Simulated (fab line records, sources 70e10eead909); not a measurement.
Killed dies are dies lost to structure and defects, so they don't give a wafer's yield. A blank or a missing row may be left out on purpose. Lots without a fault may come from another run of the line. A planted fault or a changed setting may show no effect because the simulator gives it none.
fab line records | flow nand_harc | part 1 of 2: steps 1 to 4 of 6
record lots=21 wafers=63 last_day=25
route steps=1159 shown P_ZERO_WELL@67 P_GATE@144 P_CONTACT@242
lots that met no fault: from a run of the same line without faults
start_h: hours from the record's first day to the start of the lot's first wafer shown | wait_h: hours since the lot's step before | " the same as in the row above | L1.1+2: a row that stands for several wafers | - no value, or no start given | * or withheld: withheld | < > ~ a bound
route shown NAME@n: a module of which the file shows steps, and the number in the route of the first | usual: mean/standard deviation of fault-free wafers | same: alike in all rows | chamber/n: place in a boat | sites: the reading at each site | _std_site: their standard deviation | _edge_site: outer sites' mean less inner sites' | radius_mm: how far each site lies from the wafer's centre | mask NAME#n: copy n | behind: the tool/chamber that last shaped the wafer | hold: why the lot was held/for how many hours/how that ended | device: the transistor (n, p or np) that didn't switch | end of line: the same wafers' tests at the end of the route | a step without rows: its recipe alone | killed: dies lost to structure and defects at the first sort, not the wafer's yield | map: a wafer's dies, x killed, . not, _ none there
set.NAME: the setting as run; set.NAME@STEP: as run at that earlier step | model.NAME: the simulator's own value behind a step, which no gauge read
steps of the route over a sample of lots; a table a step, a row a wafer
services: from which hour (start_h, from the record's first day; less than 0 if before it) a tool's chamber was out of use, for how many hours, and why
## steps
# step NHARC_P_ZERO_WELL_RTA_42
# recipe temp_c=1100 time_s=300
# usual lamp_power_pct=35.1/0.34 lamp_zone_3_pct=35.1/0.34 wafer_temp_C_max=1106.0/2.3
# columns lot.wafer tool chamber start_h wait_h lamp_power_pct lamp_zone_3_pct wafer_temp_C_max
L074.1 rtp_anneal-02 0 19.12 - 34.8 34.8 1108.7
L074.2 " 0 " " 34.8 34.8 1105.9
L074.5 " 0 " " 34.8 34.8 1106.3
L075.1 rtp_anneal-02 0 25.14 - 34.9 34.9 1108.2
L075.3 " 0 " " 34.8 34.8 1106.8
L075.6 " 0 " " 34.9 34.9 1107.4
L076.2 rtp_anneal-01 0 31.07 - 35.6 35.6 1101.9
L076.3 " 0 " " 35.6 35.6 1102.3
L076.5 " 0 " " 35.6 35.6 1103.3
L077.2 rtp_anneal-02 0 37.13 - 34.9 34.9 1108.7
L077.3 " 0 " " 34.9 34.9 1107.1
L077.5 " 0 " " 35.0 34.9 1107.8
L078.2 rtp_anneal-02 0 42.89 - 34.9 34.9 1107.6
L078.3 " 0 " " 34.9 34.9 1105.5
L078.5 " 0 " " 34.9 34.9 1108.5
L079.3 rtp_anneal-02 0 49.21 - 34.9 34.9 1106.3
L079.4 " 0 " " 34.9 34.9 1105.7
L079.5 " 0 " " 34.9 35.0 1106.0
L080.1 rtp_anneal-02 0 55.57 - 34.9 34.9 1106.9
L080.4 " 0 " " 34.9 34.9 1106.0
L080.6 " 0 " " 34.8 34.9 1105.9
L081.1 rtp_anneal-01 0 60.83 - 35.6 35.7 1101.4
L081.5 " 0 " " 35.6 35.6 1102.9
L081.6 " 0 " " 35.6 35.6 1102.9
L083.1 rtp_anneal-01 0 73.08 - 35.5 35.7 1102.9
L083.3 " 0 " " 35.6 35.6 1103.1
L083.4 " 0 " " 35.6 35.5 1104.0
L084.1 rtp_anneal-02 0 78.94 - 34.8 34.8 1107.9
L084.2 " 0 " " 34.8 34.8 1107.1
L084.3 " 0 " " 34.8 34.8 1107.1
L085.1 rtp_anneal-02 0 84.57 - 34.9 34.9 1108.2
L085.3 " 0 " " 34.9 34.9 1108.1
L085.6 " 0 " " 34.9 34.9 1109.0
L086.3 rtp_anneal-02 0 91.26 - 34.9 34.9 1108.5
L086.4 " 0 " " 34.9 34.9 1106.9
L086.6 " 0 " " 34.9 34.9 1110.2
L088.1 rtp_anneal-01 0 102.95 - 35.6 35.6 1103.5
L088.3 " 0 " " 35.6 35.6 1103.8
L088.5 " 0 " " 35.6 35.6 1103.8
L090.1 rtp_anneal-01 0 115.02 - 35.6 35.5 1103.9
L090.3 " 0 " " 35.6 35.6 1103.4
L090.4 " 0 " " 35.6 35.6 1103.3
L091.2 rtp_anneal-01 0 120.84 - 35.6 35.6 1103.8
L091.3 " 0 " " 35.5 35.6 1103.2
L091.4 " 0 " " 35.7 35.6 1102.9
L092.3 rtp_anneal-02 0 127.00 - 34.9 34.9 1108.4
L092.4 " 0 " " 34.9 34.9 1107.0
L092.5 " 0 " " 35.0 34.9 1107.8
L093.2 rtp_anneal-02 0 133.14 - 34.8 34.8 1107.7
L093.4 " 0 " " 34.8 34.8 1109.1
L093.5 " 0 " " 34.9 34.8 1107.7
L094.1 rtp_anneal-02 0 139.00 - 34.8 34.8 1106.8
L094.2 " 0 " " 34.8 34.8 1107.2
L094.3 " 0 " " 34.8 34.7 1107.1
L095.3 rtp_anneal-02 0 144.97 - 34.9 34.9 1108.1
L095.4 " 0 " " 35.0 34.9 1106.7
L095.5 " 0 " " 34.9 34.9 1108.2
L096.3 rtp_anneal-01 0 151.03 - 35.5 35.5 1102.4
L096.4 " 0 " " 35.5 35.5 1103.0
L096.6 " 0 " " 35.5 35.4 1102.9
L097.3 rtp_anneal-02 0 157.14 - 34.9 34.9 1108.1
L097.5 " 0 " " 34.9 34.9 1106.4
L097.6 " 0 " " 34.9 34.9 1107.6
# step NHARC_P_GATE_DESCUM_31
# recipe time_s=3 o2_flow_sccm=200 ar_flow_sccm=0 bias_power_w=0 chemistry=O2
# usual drypump_motor_current_A=5.9/0.42 mfc_ar_sccm=0.011/0.014 oes_product_au=1.004/0.0075 rf_vpp_V=57.8/0.82 showerhead_plenum_p_Torr=1.91/0.076 throttle_valve_pct=11.311/0.0099
# columns lot.wafer tool chamber start_h wait_h drypump_motor_current_A mfc_ar_sccm oes_product_au rf_hours_counter_h rf_vpp_V showerhead_plenum_p_Torr throttle_valve_pct
L075.3 rie_diel-11 3 92.33 0.1 6.5 0.003 1.001 14 58.6 1.98 11.307
L075.1 " 0 " " 6.1 0.027 1.013 15 58.1 1.81 11.305
L075.6 " 2 " " 6.1 0 1.012 - 59.0 1.95 11.310
L074.2 rie_diel-10 0 92.52 0.1 5.8 0 1.001 38 60.0 1.93 11.326
L074.1 " 1 " " 5.2 0.043 0.987 36 56.5 1.83 11.308
L074.5 " 3 " " 5.7 0 1.003 - 58.7 1.97 11.304
L077.2 rie_diel-10 1 108.49 0.1 5.1 0.043 1.003 39 58.1 1.83 11.306
L077.3 " 3 " " 5.7 0 0.998 42 58.3 1.97 11.333
L077.5 " 1 " " 5.2 0.043 0.993 - 58.8 1.83 11.325
L078.3 rie_diel-10 0 108.73 0.1 5.8 0 1.005 43 58.3 1.93 11.301
L078.2 " 2 " " 5.2 0.019 1.010 40 59.6 1.98 11.304
L078.5 " 3 " " 5.7 0 1.005 - 58.8 1.97 11.313
L076.3 rie_diel-10 0 108.84 0.1 5.7 0 1.009 43 57.2 1.93 11.305
L076.2 " 1 " " 5.2 0.043 1.004 39 56.7 1.83 11.303
L076.5 " 0 " " 5.8 0 1.007 - 58.5 1.93 11.309
L079.3 rie_diel-10 0 122.11 0.1 5.7 0 1.003 47 57.4 1.93 11.323
L079.4 " 3 " " 5.7 0 0.987 46 57.3 1.97 11.316
L079.5 " 1 " " 5.2 0.043 0.997 - 58.5 1.83 11.318
L080.1 rie_diel-11 2 122.77 0.1 6.1 0 1.020 23 57.8 1.94 11.315
L080.4 " 3 " " 6.5 0.003 1.012 25 58.1 1.97 11.316
L080.6 " 1 " " 6.1 0 1.020 - 58.3 1.91 11.314
L081.1 rie_diel-11 1 129.83 0.4 6.1 0 1.008 28 57.5 1.90 11.318
L081.5 " 3 " " 6.6 0.003 1.010 - 57.7 1.97 11.304
L081.6 " 0 " " 6.1 0.027 0.998 - 58.5 1.80 11.286
L083.4 rie_diel-08 0 148.17 0.1 5.7 0.014 0.998 2 57.4 1.91 11.309
L083.3 " 1 " " 6.4 0 1.006 2 59.3 2.03 11.313
L083.1 " 2 " " 5.8 0 1.010 1 57.5 1.79 11.286
L084.1 rie_diel-08 1 148.68 0.1 6.5 0 1.013 2 57.2 2.03 11.312
L084.2 " 2 " " 5.8 0 0.997 1 58.1 1.79 11.319
L084.3 " 0 " " 5.8 0.014 0.993 2 57.0 1.91 11.315
L085.1 rie_diel-11 0 156.96 0.1 6.1 0.027 0.998 37 57.7 1.80 11.297
L085.3 " 1 " " 6.1 0 1.004 37 56.6 1.90 11.292
L085.6 " 3 " " 6.5 0.003 1.016 - 58.9 1.97 11.323
L086.3 rie_diel-08 2 169.96 0.1 5.8 0 1.013 4 58.4 1.79 11.343
L086.4 " 0 " " 5.7 0.014 0.992 5 57.6 1.90 11.315
L086.6 " 1 " " 6.5 0 1.008 - 58.0 2.03 11.304
L088.3 rie_diel-11 3 170.83 0.1 6.5 0.003 1.003 42 58.9 1.97 11.316
L088.1 " 0 " " 6.1 0.027 1.000 43 57.5 1.80 11.320
L088.5 " 0 " " 6.1 0.027 0.994 - 57.3 1.80 11.310
L090.4 rie_diel-08 1 184.61 0.1 6.5 0 1.001 8 58.9 2.03 11.314
L090.1 " 2 " " 5.8 0 1.000 7 58.1 1.79 11.304
L090.3 " 3 " " 5.6 0.024 1.000 7 57.9 1.92 11.308
L091.4 rie_diel-08 0 185.60 0.2 5.7 0.014 0.985 8 58.0 1.90 11.319
L091.3 " 2 " " 5.8 0 1.004 7 58.3 1.79 11.304
L091.2 " 3 " " 5.6 0.024 0.995 8 58.4 1.92 11.300
L093.2 rie_diel-08 0 203.75 0.1 5.7 0.014 1.002 12 57.0 1.90 11.315
L093.4 " 1 " " 6.5 0 1.002 12 57.9 2.02 11.290
L093.5 " 1 " " 6.5 0 1.012 - 59.0 2.02 11.312
L092.3 rie_diel-08 0 204.20 0.1 5.7 0.014 0.994 12 59.0 1.90 11.321
L092.4 " 2 " " 5.8 0 1.005 12 57.5 1.79 11.301
L092.5 " 0 " " 5.8 0.014 1.002 - 58.5 1.90 11.320
L094.1 rie_diel-10 2 208.73 0.1 5.2 0.019 0.995 9 59.8 1.97 11.307
L094.2 " 3 " " 5.7 0 1.012 10 57.8 1.96 11.314
L094.3 " 1 " " 5.2 0.043 0.994 10 57.3 1.82 11.326
L095.3 rie_diel-08 2 215.02 0.1 5.8 0 0.997 13 57.3 1.79 11.321
L095.4 " 3 " " 5.6 0.024 0.998 13 58.6 1.92 11.322
L095.5 " 3 " " 5.5 0.024 1.007 - 59.5 1.92 11.304
L096.3 rie_diel-10 2 215.71 0.1 5.2 0.019 1.004 10 58.3 1.97 11.306
L096.4 " 3 " " 5.7 0 1.006 12 57.8 1.96 11.314
L096.6 " 1 " " 5.2 0.043 0.994 - 57.4 1.82 11.300
L097.3 rie_diel-08 3 227.44 0.1 5.5 0.024 1.006 15 58.3 1.92 11.307
L097.6 " 2 " " 5.8 0 0.994 - 56.9 1.79 11.304
L097.5 " 1 " " 6.5 0 1.015 - 56.0 2.02 11.318
# step NHARC_P_GATE_ETCH_114
# recipe target_depth_a=300 overetch_a=30 time_s=16.5 ion_energy_ev=100 cf4_flow_sccm=80 o2_flow_sccm=20 ar_flow_sccm=0 rf_w=300 bias_w=100 chemistry=CF4/O2
# usual drypump_motor_current_A=5.9/0.43 mfc_ar_sccm=0.011/0.013 oes_product_au=1.004/0.0082 rf_vpp_V=197.8/1.3 showerhead_plenum_p_Torr=1.33/0.053 throttle_valve_pct=13.397/0.009
# columns lot.wafer tool chamber start_h wait_h drypump_motor_current_A mfc_ar_sccm oes_product_au rf_hours_counter_h rf_vpp_V showerhead_plenum_p_Torr throttle_valve_pct
L075.3 rie_diel-11 3 - - 6.6 0.003 1.008 14 199.1 1.38 13.399
L075.1 " 1 " " 6.1 0 1.016 16 198.2 1.33 13.385
L075.6 " 3 " " 6.5 0.003 1.003 - 197.8 1.38 13.405
L074.1 rie_diel-10 2 - - 5.2 0.019 1.004 36 197.4 1.38 13.393
L074.2 " 3 " " 5.7 0 1.006 37 198.1 1.37 13.405
L074.5 " 1 " " 5.2 0.043 1.004 - 196.7 1.28 13.402
L077.3 rie_diel-10 0 - - 5.8 0 0.997 43 197.4 1.35 13.414
L077.2 " 2 " " 5.2 0.019 1.009 40 198.5 1.38 13.410
L077.5 " 0 " " 5.8 0 0.998 - 198.2 1.35 13.401
L078.2 rie_diel-10 1 - - 5.2 0.043 0.999 39 197.9 1.28 13.389
L078.3 " 2 " " 5.2 0.019 1.004 40 198.3 1.38 13.404
L078.5 " 0 " " 5.7 0 0.994 - 198.2 1.35 13.397
L076.2 rie_diel-10 2 - - 5.2 0.019 0.994 40 198.4 1.38 13.381
L076.3 " 3 " " 5.7 0 0.987 42 200.4 1.37 13.408
L076.5 " 2 " " 5.2 0.019 0.999 - 197.2 1.38 13.396
L079.3 rie_diel-10 3 - - 5.7 0 0.997 46 198.3 1.37 13.399
L079.4 " 1 " " 5.2 0.043 1.008 44 195.9 1.28 13.403
L079.5 " 2 " " 5.2 0.019 1.012 - 198.7 1.38 13.392
L080.1 rie_diel-11 3 - - 6.6 0.003 1.014 25 200.1 1.38 13.388
L080.4 " 1 " " 6.1 0 1.013 26 197.3 1.33 13.388
L080.6 " 0 " " 6.1 0.027 1.001 - 197.3 1.26 13.391
L081.1 rie_diel-11 1 - - 6.1 0 1.012 28 197.9 1.33 13.397
L081.5 " 3 " " 6.5 0.003 1.009 - 198.3 1.38 13.396
L081.6 " 0 " " 6.1 0.027 1.006 - 195.6 1.26 13.406
L083.3 rie_diel-08 3 - - 5.6 0.024 1.010 1 198.0 1.34 13.397
L083.4 " 0 " " 5.7 0.014 0.996 2 197.9 1.33 13.393
L083.1 " 1 " " 6.5 0 1.014 2 198.8 1.41 13.395
L084.2 rie_diel-08 1 - - 6.5 0 1.013 2 199.0 1.41 13.394
L084.3 " 3 " " 5.6 0.024 1.009 1 198.0 1.34 13.392
L084.1 " 0 " " 5.7 0.014 0.994 2 198.6 1.33 13.396
L085.3 rie_diel-11 1 - - 6.1 0 1.000 38 199.0 1.33 13.387
L085.1 " 2 " " 6.0 0 1.013 36 197.1 1.35 13.389
L085.6 " 0 " " 6.1 0.027 1.006 - 195.2 1.26 13.390
L086.4 rie_diel-08 1 - - 6.5 0 1.016 6 198.3 1.41 13.402
L086.3 " 2 " " 5.8 0 1.002 5 196.8 1.25 13.398
L086.6 " 1 " " 6.5 0 1.006 - 199.2 1.41 13.390
L088.3 rie_diel-11 2 - - 6.0 0 1.003 40 199.3 1.35 13.390
L088.1 " 0 " " 6.1 0.027 0.992 43 195.3 1.26 13.389
L088.5 " 2 " " 6.1 0 1.003 - 197.0 1.35 13.397
L090.1 rie_diel-08 1 - - 6.5 0 1.019 8 199.5 1.41 13.390
L090.4 " 2 " " 5.8 0 1.005 7 195.8 1.25 13.399
L090.3 " 3 " " 5.5 0.024 0.999 7 199.0 1.34 13.412
L091.4 rie_diel-08 2 - - 5.8 0 1.010 8 195.2 1.25 13.389
L091.2 " 3 " " 5.5 0.024 0.999 8 198.4 1.34 13.400
L091.3 " 0 " " 5.7 0.014 0.988 9 198.0 1.33 13.398
L093.2 rie_diel-08 2 - - 5.8 0 1.006 12 194.3 1.25 13.384
L093.4 " 3 " " 5.6 0.024 0.997 12 197.1 1.34 13.396
L093.5 " 2 " " 5.8 0 0.998 - 197.8 1.25 13.386
L092.4 rie_diel-08 3 - - 5.6 0.024 1.004 12 197.1 1.34 13.414
L092.3 " 0 " " 5.7 0.014 0.995 12 197.9 1.33 13.391
L092.5 " 1 " " 6.5 0 1.010 - 200.0 1.41 13.391
L094.3 rie_diel-10 1 - - 5.2 0.043 0.997 10 196.1 1.27 13.399
L094.2 " 2 " " 5.2 0.019 1.001 9 197.3 1.37 13.393
L094.1 " 3 " " 5.7 0 1.006 10 198.3 1.37 13.408
L095.3 rie_diel-08 2 - - 5.8 0 1.010 13 195.3 1.25 13.405
L095.4 " 0 " " 5.7 0.014 1.010 13 197.1 1.33 13.389
L095.5 " 1 " " 6.5 0 1.017 - 199.2 1.41 13.395
L096.4 rie_diel-10 2 - - 5.2 0.019 1.003 11 197.7 1.37 13.407
L096.3 " 1 " " 5.2 0.043 1.010 12 197.0 1.27 13.401
L096.6 " 2 " " 5.2 0.019 1.009 - 198.1 1.37 13.402
L097.3 rie_diel-08 2 - - 5.8 0 1.007 16 195.6 1.25 13.399
L097.6 " 3 " " 5.5 0.024 1.021 - 197.0 1.34 13.399
L097.5 " 1 " " 6.5 0 1.012 - 198.6 1.41 13.400
# step NHARC_P_GATE_DESCUM_61
# recipe time_s=3 o2_flow_sccm=200 ar_flow_sccm=0 bias_power_w=0 chemistry=O2
# usual drypump_motor_current_A=5.9/0.4 mfc_ar_sccm=0.010/0.013 oes_product_au=1.005/0.0074 rf_vpp_V=57.8/0.8 showerhead_plenum_p_Torr=1.91/0.075 throttle_valve_pct=11.310/0.0095
# columns lot.wafer tool chamber start_h wait_h drypump_motor_current_A mfc_ar_sccm oes_product_au rf_hours_counter_h rf_vpp_V showerhead_plenum_p_Torr throttle_valve_pct
L074.2 rie_diel-10 0 106.33 - 5.7 0 1.010 43 58.2 1.93 11.290
L074.1 " 1 " " 5.2 0.043 1.010 39 57.2 1.83 11.314
L074.5 " 1 " " 5.2 0.043 0.994 - 59.0 1.83 11.307
L075.1 rie_diel-10 2 106.70 - 5.2 0.019 1.005 40 58.1 1.98 11.311
L075.3 " 1 " " 5.2 0.043 0.997 39 57.3 1.83 11.314
L075.6 " 3 " " 5.7 0 0.996 - 56.9 1.97 11.297
L077.2 rie_diel-11 0 122.15 - 6.1 0.027 1.003 26 57.6 1.81 11.311
L077.3 " 3 " " 6.6 0.003 1.010 25 58.3 1.98 11.324
L077.5 " 0 " " 6.1 0.027 0.988 - 57.7 1.80 11.316
L078.2 rie_diel-11 3 122.52 - 6.6 0.003 1.007 25 58.2 1.98 11.315
L078.3 " 0 " " 6.1 0.027 0.998 26 56.5 1.81 11.294
L078.5 " 3 " " 6.6 0.003 1.014 - 56.9 1.97 11.300
L076.3 rie_diel-11 1 126.76 - 6.1 0 1.012 27 58.0 1.90 11.289
L076.2 " 3 " " 6.5 0.003 1.015 26 57.6 1.97 11.319
L076.5 " 2 " " 6.1 0 1.014 - 57.5 1.94 11.322
L079.4 rie_diel-08 0 135.83 - 5.7 0.014 0.999 0 58.4 1.91 11.309
L079.3 " 3 " " 5.6 0.024 1.006 0 58.4 1.92 11.316
L079.5 " 1 " " 6.5 0 1.017 - 57.2 2.03 11.319
L080.4 rie_diel-08 2 136.58 - 5.8 0 1.014 0 57.8 1.79 11.308
L080.1 " 3 " " 5.5 0.024 1.009 0 58.0 1.92 11.306
L080.6 " 1 " " 6.5 0 1.010 - 57.3 2.03 11.312
L081.1 rie_diel-11 0 146.07 - 6.1 0.027 1.001 33 56.7 1.80 11.316
L081.5 " 0 " " 6.1 0.027 0.991 - 57.4 1.80 11.327
L081.6 " 1 " " 6.1 0 1.003 - 58.0 1.90 11.307
L083.1 rie_diel-08 1 161.85 - 6.5 0 1.018 4 56.6 2.03 11.306
L083.3 " 2 " " 5.8 0 1.001 3 57.4 1.79 11.314
L083.4 " 3 " " 5.6 0.024 1.009 3 57.5 1.92 11.289
L084.3 rie_diel-11 1 162.58 - 6.1 0 1.001 40 57.0 1.90 11.312
L084.1 " 3 " " 6.6 0.003 1.007 40 58.6 1.97 11.315
L084.2 " 0 " " 6.1 0.027 0.998 40 58.4 1.80 11.317
L085.1 rie_diel-08 3 170.66 - 5.6 0.024 1.007 5 57.8 1.92 11.323
L085.3 " 1 " " 6.5 0 1.011 6 58.7 2.03 11.317
L085.6 " 3 " " 5.5 0.024 1.007 - 59.0 1.92 11.317
L086.3 rie_diel-08 2 184.25 - 5.8 0 1.001 7 57.1 1.79 11.310
L086.4 " 1 " " 6.5 0 0.999 8 57.9 2.03 11.299
L086.6 " 3 " " 5.5 0.024 0.993 - 57.9 1.92 11.296
L088.3 rie_diel-08 0 184.77 - 5.8 0.014 1.010 8 57.9 1.90 11.319
L088.1 " 2 " " 5.8 0 1.006 7 57.5 1.79 11.309
L088.5 " 0 " " 5.7 0.014 0.989 - 58.6 1.90 11.300
L091.3 rie_diel-11 2 199.98 - 6.1 0 1.001 51 58.2 1.94 11.310
L091.2 " 3 " " 6.6 0.003 0.997 54 58.0 1.97 11.313
L091.4 " 1 " " 6.1 0 0.999 55 58.9 1.90 11.304
L090.3 rie_diel-11 1 200.40 - 6.1 0 1.005 55 56.2 1.90 11.303
L090.4 " 3 " " 6.6 0.003 0.996 54 58.8 1.97 11.326
L090.1 " 0 " " 6.1 0.027 0.995 56 57.7 1.80 11.300
L093.4 rie_diel-08 3 217.56 - 5.6 0.024 1.017 13 56.7 1.92 11.300
L093.2 " 1 " " 6.5 0 1.009 14 58.9 2.02 11.312
L093.5 " 3 " " 5.6 0.024 1.004 - 56.3 1.92 11.308
L092.3 rie_diel-10 1 217.75 - 5.2 0.043 1.003 13 57.2 1.82 11.325
L092.4 " 3 " " 5.6 0 1.002 12 59.0 1.96 11.301
L092.5 " 0 " " 5.7 0 1.002 - 58.2 1.92 11.305
L094.1 rie_diel-08 3 222.67 - 5.5 0.024 1.011 14 56.1 1.92 11.309
L094.3 " 1 " " 6.5 0 1.018 14 58.6 2.02 11.306
L094.2 " 2 " " 5.8 0 1.001 14 57.1 1.79 11.304
L095.3 rie_diel-10 2 228.93 - 5.2 0.019 1.002 19 57.8 1.96 11.309
L095.4 " 0 " " 5.7 0 1.012 19 59.2 1.92 11.310
L095.5 " 2 " " 5.2 0.019 1.006 - 57.3 1.96 11.314
L096.3 rie_diel-08 2 229.43 - 5.8 0 0.999 16 56.6 1.79 11.304
L096.6 " 2 " " 5.8 0 1.012 - 59.2 1.79 11.297
L096.4 " 3 " " 5.5 0.024 1.011 - 57.9 1.91 11.304
L097.3 rie_diel-08 0 241.43 - 5.7 0.014 0.997 16 57.8 1.90 11.321
L097.5 " 0 " " 5.8 0.014 1.003 - 57.1 1.90 11.322
L097.6 " 1 " " 6.5 0 1.000 - 58.2 2.02 11.321
